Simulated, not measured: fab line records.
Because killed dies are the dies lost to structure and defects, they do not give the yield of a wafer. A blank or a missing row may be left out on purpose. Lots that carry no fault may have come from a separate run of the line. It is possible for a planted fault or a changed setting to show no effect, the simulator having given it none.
The tool behind it: which one? + flow nandHarc + 18 wafers from 6 lots sampled at 2 of the route's 1159 steps

## WHAT THE GAUGES READ, wafer by wafer
NHARC_P_STI_INSPECT_25.
| lot  | measured    | on               | rawDefectCount |
|------|-------------|------------------|----------------|
| L809 | day 3 19:12 | defectInspect-02 | 282 282 393    |
| L812 | day 4 15:02 | defectInspect-01 | 201 105 103    |
| L814 | day 4 22:32 | defectInspect-01 | 212 351 294    |
| L817 | day 6 01:03 | defectInspect-01 | 197 225 220    |
| L827 | day 8 19:02 | defectInspect-01 | 236 196 225    |
| L829 | day 9 03:14 | defectInspect-01 | 453 206 355    |

## EACH LOT AND THE TOOL THAT RAN IT (in order: tool; ch and the chambers of the sampled wafers; start)
| lot  | NHARC_P_ZERO_WELL_IMPLANT_27   |
|------|--------------------------------|
| L809 | implanter-01 ch 0, day 1 21:08 |
| L812 | implanter-01 ch 0, day 2 14:39 |
| L814 | implanter-02 ch 0, day 3 02:56 |
| L817 | implanter-02 ch 0, day 3 21:19 |
| L827 | implanter-02 ch 0, day 6 08:56 |
| L829 | implanter-02 ch 0, day 6 20:54 |
- NHARC_P_ZERO_WELL_IMPLANT_27

## THE ANSWER, worked out from the rows above alone
Rule: the usual values come from the lots themselves. Put in order of their means at a reading, lots are off if they are a third of the lots or fewer, leave a main group of 4 or more, and stand apart from it by a gap of 3 or more times the standard deviation of the main group's means; of several such gaps the widest counts. The tables above print the reading to a certain number of digits; a main group whose means all agree to those digits is not used. A lot without any number at a reading at which 4 lots or more have one is off too. Any other lot the step has rows for is counted as sound.
Across all readings shown, no lot is off: no conclusion can be drawn from this.

## WHAT THE SIMULATOR HAD PUT IN
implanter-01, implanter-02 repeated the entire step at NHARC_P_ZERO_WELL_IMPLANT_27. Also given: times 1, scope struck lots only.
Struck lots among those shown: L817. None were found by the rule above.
